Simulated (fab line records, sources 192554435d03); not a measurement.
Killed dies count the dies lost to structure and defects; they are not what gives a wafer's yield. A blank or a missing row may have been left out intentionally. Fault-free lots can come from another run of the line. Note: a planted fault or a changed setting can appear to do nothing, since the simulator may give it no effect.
A single fault, viewed from 2 desks | flow n5-finfet | each desk has only its own numbers; what lay behind them comes last

== THE METROLOGY DESK ==
What the gauges read, lot by lot, whatever tool the lot ran on: means of the sampled wafers that have a number. A lot is out of limits, marked OUT, if its mean lies more than 4 standard deviations from the usual mean; the brackets give that distance. 7 of its 11 readings are shown, namely those furthest out on some lot.
Columns: A = DIBL_N at N5_BEOL_M4_RC_MEAS_101, usual 36.8 mV/V; B = IOFF_P at N5_BEOL_M4_RC_MEAS_101, usual 0.23 nA/um; C = ION_N at N5_BEOL_M4_RC_MEAS_101, usual 680 uA/um; D = ION_P at N5_BEOL_M4_RC_MEAS_101, usual 466 uA/um; E = SS_N at N5_BEOL_M4_RC_MEAS_101, usual 71.7 mV/dec; F = VT_N at N5_BEOL_M4_RC_MEAS_101, usual 248 mV; G = VT_P at N5_BEOL_M4_RC_MEAS_101, usual -249 mV
lot  | first seen here | A    | B    | C   | D   | E    | F   | G
L263 | day 8 01:04     | 37.6 | 0.30 | 701 | 478 | 72.1 | 243 | -243
L261 | day 8 09:23     | 35.4 | 0.21 | 680 | 464 | 71.3 | 249 | -251
L264 | day 9 05:10     | 36.6 | 0.21 | 681 | 459 | 71.7 | 247 | -252
L269 | day 10 08:27    | 36.1 | 0.24 | 677 | 465 | 71.2 | 248 | -251
L271 | day 10 14:43    | 40.4 | 0.31 | 684 | 475 | 72.2 | 246 | -243
L278 | day 11 20:49    | 39.1 | 0.26 | 683 | 471 | 72.0 | 248 | -246
L280 | day 12 20:40    | 36.3 | 0.23 | 682 | 469 | 71.6 | 247 | -250
L282 | day 13 03:29    | 38.6 | 0.25 | 692 | 466 | 72.7 | 247 | -250
L283 | day 13 10:34    | 35.4 | 0.21 | 676 | 465 | 71.2 | 251 | -252
Finding of this desk: none of the 9 lots has anything out of limits.

== FOR THE TOOL OWNER'S DESK: rie-diel-06 ==
The tool's own readings at N5_BEOL_M10_VIA_ETCH_34 (etches SiCOH lowk in C4F6/O2, target depth 184.5 nm, time 69.2 s): means of the sampled wafers that have a number, for each lot that ran on this tool. A lot is out of limits, marked OUT, if its mean lies more than 4 standard deviations from the usual mean; the brackets give that distance.
Columns: A = C4F6_flow_sccm at N5_BEOL_M10_VIA_ETCH_34, usual 10.001 sccm; B = drypump-motor-current-A at N5_BEOL_M10_VIA_ETCH_34, usual 5.6 A; C = oes-product-au at N5_BEOL_M10_VIA_ETCH_34, usual 0.81 a.u.; D = rf-vpp-V at N5_BEOL_M10_VIA_ETCH_34, usual 675 V; E = showerhead-plenum-p-Torr at N5_BEOL_M10_VIA_ETCH_34, usual 2.88 Torr; F = throttle-valve-pct at N5_BEOL_M10_VIA_ETCH_34, usual 20.90 %
lot  | first seen here | A      | B   | C    | D   | E    | F
L261 | day 10 13:55    | 9.994  | 5.0 | 0.75 | 674 | 2.94 | 20.88
L264 | day 11 07:04    | 9.995  | 6.1 | 0.89 | 665 | 2.80 | 20.85
L271 | day 12 17:19    | 9.990  | 5.3 | 0.65 | 675 | 2.88 | 20.88
L282 | day 15 08:44    | 10.005 | 5.4 | 0.74 | 689 | 2.94 | 20.90
L283 | day 15 13:28    | 10.030 | 5.2 | 0.85 | 661 | 2.79 | 20.77
Finding of this desk: none of the 5 lots has anything out of limits.

== BROUGHT TOGETHER ==
Nothing out of limits was seen by the metrology desk.
The tool owner's desk saw nothing out of limits.

== WHAT THE SIMULATOR HAD INSERTED ==
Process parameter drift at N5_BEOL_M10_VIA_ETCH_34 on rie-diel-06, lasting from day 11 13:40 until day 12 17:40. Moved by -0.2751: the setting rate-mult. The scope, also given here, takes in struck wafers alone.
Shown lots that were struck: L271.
